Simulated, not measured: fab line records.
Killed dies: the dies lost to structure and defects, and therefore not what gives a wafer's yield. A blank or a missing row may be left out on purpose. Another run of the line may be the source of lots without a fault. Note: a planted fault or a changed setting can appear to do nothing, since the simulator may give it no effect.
fab line records | flow n5-finfet
record: lots: 5 wafers: 12 last-day: 18
route steps=1938 shown SD_EPI_P@309 SD_ACTIVATION@330 ILD0@335 SDB@347 MOL_CONTACT_COAG@538 BEOL_M4@1111
lots that met no fault: from a run of the same line without faults
start-h: the number of hours between the record's first day and the start of the first shown wafer of the lot | wait-h: hours elapsed since this lot's preceding step | " repeats the value in the row above | L1.1+2: several wafers, shown together as one row | - no value, or no start was given | * or withheld: withheld | < > ~ a bound
route shown NAME@n: NAME is a module with steps in the file, n the number in the route of the first one | usual: mean and standard deviation over wafers with no fault | same: alike in all rows | chamber/n: place in a boat | sites: the reading at each site | _std_site: standard deviation across them | _edge_site: mean of outer sites minus mean of inner sites | radius-mm: how far each site lies from the wafer's centre | mask NAME#n: copy n | behind: tool/chamber where the wafer was last shaped | hold: reason for holding the lot/hours on hold/outcome of the hold | device: which transistor (n, p or np) failed to switch | end of line: tests of these same wafers at the route's end | a step with no rows: only its recipe | killed: at the first sort, the dies lost to defects and structure; wafer yield is something else | map: shows each die of a wafer: x if killed, . if not, _ if none is there
set.NAME: the setting the step ran with; set.NAME@STEP: the setting that earlier step ran with | model.NAME: the simulator's own value behind a step, which no gauge read
certain route steps with their lots: each step a table, each wafer a row
services: a tool's chamber out of use, with start hour (start-h, from the record's first day; less than 0 if before it), hours out, and reason
== steps ==
step: N5_SD_EPI_P_STRIP_38
recipe: chemistry: N2/H2 temp-c: 40 n2-flow-sccm: 200 h2-flow-sccm: 200 rf-frequency-hz: 6e+07
step: N5_SD_EPI_P_ETCHBACK_46
recipe: chemistry: CH3F/O2 mode: anisotropic-etchback target: SiNx target-depth-a: 175 stop-on: SiO2 over-etch-frac: 0.3 ion-energy-ev: 120 pressure-mtorr: 30 source-w: 395 bias-w: 73 Ar_flow_sccm: 150 CH3F_flow_sccm: 30 O2_flow_sccm: 20
step: N5_SD_EPI_P_ETCH_47
recipe: chemistry: CH3F/O2 target: SiOCN target-depth-a: 250 mask-material: SOC ion-energy-ev: 60 bias-w: 29 pressure-mtorr: 30 source-w: 410 Ar_flow_sccm: 150 CH3F_flow_sccm: 30 O2_flow_sccm: 20
step: N5_SD_EPI_P_ETCH_16
recipe: chemistry: CHF3/O2 target: SiO2 target-depth-a: 50 mask-material: SOC pressure-mtorr: 30 source-w: 650 bias-w: 170 Ar_flow_sccm: 200 CHF3_flow_sccm: 50 O2_flow_sccm: 5 ion-energy-ev: 200
step: N5_SD_EPI_P_STRIP_50
recipe: chemistry: CHF3/O2 resist: SiARC rf-frequency-hz: 6e+07
step: N5_SD_EPI_P_SD_RECESS_17
recipe: chemistry: HBr/Cl2/O2 target-depth-a: 391 bt-time-s: 3 pressure-mtorr: 10 icp-w: 800 bias-w: 112 HBr_flow_sccm: 150 Cl2_flow_sccm: 80 O2_flow_sccm: 12
step: N5_SD_EPI_P_WET_ETCH_45
recipe: chemistry: dHF dilution: withheld time-s: 10.7 target: SiO2 target-depth-a: 20 temp-c: 25 dry: ipa-marangoni rinse-time-s: 30 rinse-temp-c: 23
step: N5_SD_EPI_P_STRIP_40
recipe: chemistry: N2/H2 power-w: 1000 temp-c: 250 h2-frac: 0.65 overash-fraction: 0.3 pressure-mtorr: withheld n2-flow-sccm: 1750 h2-flow-sccm: 3250
step: N5_SD_EPI_P_PRECLEAN_52
recipe: chemistry: O3/DIW time-s: 60 temp-c: 22 o3-ppm: 10
step: N5_SD_EPI_P_SRD_20
recipe: dry: ipa-marangoni do-ppb: 5 time-s: 30 temp-c: 23 rinse-liquid: diw
step: N5_SD_EPI_P_PRECLEAN_51
recipe: chemistry: NF3:NH3 afs-cycles: 1 temp-c: 30 time-s: 20 sublimation-temp-c: 180 sublimation-time-s: 60 pressure-torr: 3 rf-power-w: 30
step: N5_SD_EPI_P_VAPOR_ETCH_44
recipe: chemistry: NF3/Ar target: SiGe30 temp-c: 25 time-s: 3.3 mode: isotropic
step: N5_SD_EPI_P_EPI_21
recipe: material: SiGe:B dopant: B temp-c: 550 pressure-torr: 20 ambient: H2 time-s: 355
usual: epi-growth-time-s: 355/0 susceptor_temp_C_max: 551.2/0.36
columns lot.wafer tool chamber start-h wait-h epi-growth-time-s susceptor_temp_C_max model.SiGe-B_of_SD_EPI_P_EPI_21.thk-nm
L911.1 epi-rpcvd-03 0 65.24 0.2 355 551.2 61
L911.3 " 0 " " 355 551.5 61.4
L911.6 " 0 67.64 2.4 355 551.6 61.4
L924.1 epi-rpcvd-01 0 142.54 0.1 355 550.9 60.8
L924.4 " 0 143.62 1.1 355 551.0 62.2
L924.6 " 0 " " 355 550.8 61.8
L925.2 epi-rpcvd-03 0 148.21 0.6 394.61 551.1 65.8
L925.4 " 0 " " 355 551.2 60.6
L928.1 epi-rpcvd-03 0 162.48 0.3 394.61 551.5 66
L928.5 " 0 165.04 2.6 355 551.9 61.4
L929.1 epi-rpcvd-03 0 169.20 0.2 394.61 551.0 67
L929.4 " 0 170.64 1.5 355 551.7 61.6
step: N5_SD_EPI_P_EPI_MEAS_23
recipe: mode: xrd
usual: thk-nm: 61.2/1.2
columns lot.wafer tool chamber start-h wait-h thk-nm
L911.1 film-metro-01 - 68.15 2.4 60.7
L911.3 " - " " 60.6
L911.6 " - " " 62.3
L924.1 film-metro-01 - 144.73 1.8 60.7
L924.4 " - " " 62.3
L924.6 " - " " 62.8
L925.2 film-metro-01 - 150.65 2.0 65.0
L925.4 " - " " 58.7
L928.1 film-metro-01 - 166.35 3.2 66.5
L928.5 " - " " 61.8
L929.1 film-metro-01 - 172.13 2.5 68.5
L929.4 " - " " 60.7
step: N5_SD_EPI_P_HM_STRIP_48
recipe: chemistry: H3PO4 temp-c: 160 material: SiNx target: SiNx target-depth-a: 30 overetch-fraction: 0.3
step: N5_SD_EPI_P_SRD_49
recipe: dry: ipa-marangoni time-s: 30 temp-c: 23 rinse-liquid: diw
step: N5_SD_EPI_P_PRECLEAN_24
recipe: chemistry: O3/DIW time-s: 45 temp-c: 22 o3-ppm: 10
step: N5_SD_EPI_P_PRECLEAN_32
recipe: chemistry: dHF time-s: 10 dilution: 500:1 temp-c: 25
step: N5_SD_EPI_P_PRECLEAN_33
recipe: chemistry: SC2 time-s: 45 temp-c: 35 mix: 1:1:50
step: N5_SD_EPI_P_SRD_25
recipe: time-s: 30 temp-c: 23 rinse-liquid: diw dry: ipa-marangoni
step: N5_SD_ACTIVATION_RTA_00
recipe: temp-c: 975 time-s: 0 ambient: N2 idle-temp-c: 600 ramp-up-c-per-s: 150 ramp-down-c-per-s: 60 cool-to-c: 600
step: N5_SD_ACTIVATION_LSA_01
recipe: temp-c: 1080 time-s: 0.0008 ambient: N2
step: N5_SD_ACTIVATION_RS_MEAS_03
recipe: thk-meas-gauge: four-point-probe
usual: RS_SD_N: 21.9/0.31 RS_SD_P: 55.9/0.96
columns lot.wafer tool chamber start-h wait-h RS_SD_N[ohm/sq] RS_SD_P[ohm/sq]
L911.1 film-metro-01 - 68.92 0.2 22.1 56.8
L911.3 " - " " 22.1 56.4
L911.6 " - " " 22.4 56.8
L924.1 film-metro-01 - 145.40 0.2 21.9 55.4
L924.4 " - " " 21.9 53.9
L924.6 " - " " 22.3 54.6
L925.2 film-metro-02 - 151.28 0.2 22.3 50.5
L925.4 " - " " 21.9 55.2
L928.1 film-metro-01 - 167.13 0.2 21.7 52.8
L928.5 " - " " 22.0 56.7
L929.1 film-metro-02 - 172.73 0.2 21.9 51.5
L929.4 " - " " 22.3 55.5
step: N5_ILD0_LINER_00
recipe: material: SiNx target-thk-a: 40 temp-c: 400 ald-precursor-family: SiH2I2 ald-co-reactant: N2/H2-plasma pulse-time-s: 1 purge-time-s: 2 co-reactant-purge-time-s: 2 ald-cycles: 80 pressure-torr: 2
step: N5_ILD0_FCVD_FILL_01
recipe: material: SiO2_flowable target-thk-a: 2000 temp-c: 100 pressure-torr: 0.8 rf-w: 2000 time-s: 328.3
step: N5_ILD0_CURE_02
recipe: temp-c: 450 time-s: 1800 ambient: steam idle-temp-c: 400 ramp-up-c-per-min: 5 ramp-down-c-per-min: 3 densification-p-h2o-torr: 640
step: N5_ILD0_CMP_03
recipe: stop-on: SiNx t-overpolish-s: 1.9 post-cmp-clean: alkaline-brush down-force-psi: 4.1491 platen-rpm: 51.796 pad-velocity-m-s: 1.0306 target-thk-nm: 197.38
step: N5_ILD0_CMP_07
recipe: stop-on: poly-Si material: SiO2_flowable t-overpolish-s: 1.18 post-cmp-clean: alkaline-brush down-force-psi: 4.1491 platen-rpm: 51.796 pad-velocity-m-s: 1.0306 target-thk-nm: 138.88
step: N5_ILD0_PRECLEAN_10
recipe: chemistry: NF3:NH3 afs-cycles: 5 time-s: 20 temp-c: 30 sublimation-temp-c: 180 sublimation-time-s: 60 pressure-torr: 3 rf-power-w: 30
step: N5_ILD0_ALD_15
recipe: material: SiNx target-thk-a: 240 temp-c: 400 ald-precursor-family: SiH2I2 ald-co-reactant: N2/H2-plasma pulse-time-s: 1 ald-cycles: 480 purge-time-s: 2 co-reactant-purge-time-s: 2 pressure-torr: 2
step: N5_ILD0_CMP_12
recipe: stop-on: poly-Si material: SiNx t-overpolish-s: 6 post-cmp-clean: alkaline-brush down-force-psi: 2.5 platen-rpm: 51.8 pad-velocity-m-s: 1.0307 target-thk-nm: 17.67
step: N5_SDB_HM_DEP_00
recipe: material: SiNx target-thk-a: 400 temp-c: 400 precursor: SiH4/NH3/N2 pressure-torr: 1.5 rf-w: 300 time-s: 35.3
step: N5_SDB_COAT_03
recipe: resist: SOC temp-c: 250 time-s: 60 spin-rpm: 1500 resist-thk-nm: 100
step: N5_SDB_COAT_04
recipe: resist: SiARC temp-c: 220 time-s: 60 spin-rpm: 1500 resist-thk-nm: 18
step: N5_SDB_COAT_05
recipe: resist: CAR-ArF spin-rpm: 1500 resist-thk-nm: 90
step: N5_MOL_CONTACT_COAG_ETCH_110
recipe: chemistry: CF4/O2 target: Si target-depth-a: 25 time-s: 8 pressure-mtorr: 100 source-w: 200 bias-w: 12 ion-energy-ev: 60 Ar_flow_sccm: 100 cf4-flow-sccm: 100 O2_flow_sccm: 10
usual: bias-w: 11.99/0.037 cf4-flow-sccm: 99.99/0.26 drypump-motor-current-A: 5.8/0.44 oes-product-au: 0.81/0.087 rf-vpp-V: 129/3 showerhead-plenum-p-Torr: 2.24/0.083 throttle-valve-pct: 10.72/0.29
columns lot.wafer tool chamber start-h wait-h bias-w cf4-flow-sccm drypump-motor-current-A oes-product-au rf-hours-counter-h rf-vpp-V showerhead-plenum-p-Torr throttle-valve-pct model.SiGe-B_of_SD_EPI_P_EPI_21.thk-nm
L911.1 rie-diel-03 0 98.83 0.0 11.97 100.50 5.7 0.73 209 123 2.12 11.06 58
L911.3 " 2 " " 11.97 100.08 5.1 0.72 166 132 2.22 10.79 58.4
L911.6 " 2 " " 12.00 100.12 5.1 0.73 - 132 2.22 10.75 58.6
L924.1 rie-diel-03 1 177.90 0.0 12.01 100.03 5.8 0.83 54 129 2.28 10.90 58
L924.4 " 2 " " 12.04 99.90 5.1 0.69 196 132 2.20 10.84 59.4
L924.6 " 2 " " 12.02 100.10 5.1 0.69 - 131 2.20 10.85 59
L925.2 rie-diel-02 2 181.79 0.1 12.00 100.14 6.0 0.81 132 131 2.33 10.70 62.6
L925.4 " 0 " " 12.01 99.93 6.4 0.71 - 132 2.13 10.96 57.8
L928.1 rie-diel-02 0 200.79 0.0 12.02 100.37 6.4 0.72 195 131 2.13 10.99 62.8
L928.5 " 2 " " 12.06 100.18 6.0 0.80 - 130 2.32 10.73 58.4
L929.1 rie-diel-03 1 206.31 0.0 11.96 100.14 5.9 0.81 66 125 2.27 10.94 63.8
L929.4 " 2 " " 11.97 99.98 5.1 0.68 210 132 2.20 10.90 58.8
step: N5_BEOL_M4_RC_MEAS_101
usual: DIBL_N: 36.3/1.9 DIBL_P: 36.0/2.1 IOFF_N: 0.16/0.031 IOFF_P: 0.21/0.035 ION_N: 675/14 ION_P: 464/8.5 RS_SD_P: 65.8/1.1 SS_N: 71.5/0.6 SS_P: 73.3/0.72 VT_N: 250/3.2 VT_P: -250/3.1
columns lot.wafer tool chamber start-h wait-h DIBL_N[mV/V] DIBL_P[mV/V] IOFF_N[nA/um] IOFF_P[nA/um] ION_N[uA/um] ION_P[uA/um] RS_SD_P[ohm/sq] SS_N[mV/dec] SS_P[mV/dec] VT_N[mV] VT_P[mV]
L911.1 prober-02 0 173.37 0.0 33.9 33.4 0.11 0.17 662 457 67.0 70.9 71.9 253 -248
L911.3 " 0 " " 38.7 38.1 0.21 0.26 676 466 66.1 72.7 73.5 248 -246
L911.6 " 0 " " 35.0 35.1 0.13 0.21 663 459 65.9 71.5 73.5 251 -248
L924.1 prober-01 0 285.09 0.0 35.8 33.6 0.14 0.18 661 454 64.7 71.6 72.2 252 -251
L924.4 " 0 " " 36.8 35.1 0.16 0.21 680 472 63.3 71.9 73.1 249 -248
L924.6 " 0 " " 35.7 33.7 0.14 0.19 679 475 63.9 72.4 72.7 250 -251
L925.2 prober-01 0 302.52 0.2 36.6 36.0 0.16 0.20 672 468 60.3 71.3 72.6 250 -251
L925.4 " 0 " " 32.7 32.0 0.10 0.13 670 462 64.9 70.9 72.2 256 -259
L928.1 prober-02 0 307.55 0.0 38.7 36.1 0.19 0.22 680 466 61.2 71.5 73.5 246 -247
L928.5 " 0 " " 37.7 36.6 0.16 0.22 670 459 66.3 71.6 73.1 249 -250
L929.1 prober-01 0 320.86 0.0 35.8 37.3 0.17 0.24 676 465 60.7 71.7 73.7 249 -247
L929.4 " 0 " " 35.9 37.6 0.17 0.23 662 460 65.4 71.7 74.1 251 -249
== services ==
columns tool chamber start-h hours kind
rie-diel-03 1 50.89 8.8 repair
rie-diel-02 3 52.36 - clean
rie-diel-02 3 52.36 - consumable-replace:focus-ring
rie-diel-02 3 52.36 12.7 scheduled-down
rie-diel-02 3 52.36 12.7 vent-cycle
epi-rpcvd-01 - 96.50 1.0 repair
rie-diel-03 2 103.38 6.4 repair
rie-diel-03 0 107.48 11.9 repair
epi-rpcvd-01 - 112.72 14.6 pm
rie-diel-02 1 132.22 - clean
rie-diel-02 1 132.22 - consumable-replace:focus-ring
rie-diel-02 1 132.22 - consumable-replace:showerhead
rie-diel-02 1 132.22 12.2 scheduled-down
rie-diel-02 1 132.22 12.2 vent-cycle
rie-diel-02 1 162.01 21.4 repair
rie-diel-02 3 179.16 26.0 repair
== key ==
first-sign: step: N5_SD_EPI_P_EPI_21 reading: epi-growth-time-s direction: up sigmas: 99+ usual: * struck: *
effect: step: N5_SD_EPI_P_EPI_MEAS_23 reading: thk-nm direction: up sigmas: 4.5 usual: * struck: *
effect: step: N5_SD_ACTIVATION_RS_MEAS_03 reading: RS_SD_P direction: down sigmas: 4.5 usual: 55.9 struck: 51.6
effect: step: N5_BEOL_M4_RC_MEAS_101 reading: RS_SD_P direction: down sigmas: 4.8 usual: 65.8 struck: 60.7
model-effect: step: N5_SD_EPI_P_EPI_21 value: SiGe-B_of_SD_EPI_P_EPI_21.thk-nm without: 61.73 struck: 66.27
model-effect: step: N5_MOL_CONTACT_COAG_ETCH_110 value: SiGe-B_of_SD_EPI_P_EPI_21.thk-nm without: 58.73 struck: 63.07
met-at N5_SD_EPI_P_EPI_21
struck-wafers L925.2,L928.1,L929.1
onset-between 65.24 148.21
fault: kind: process-parameter-drift tool: epi-rpcvd-03 chamber: - onset-h: 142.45 steps: N5_SD_EPI_P_EPI_21 channel: epi-growth-time-s offset: * shape: step end-h: 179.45 scope: struck-wafers-only acts-in: * stated: *
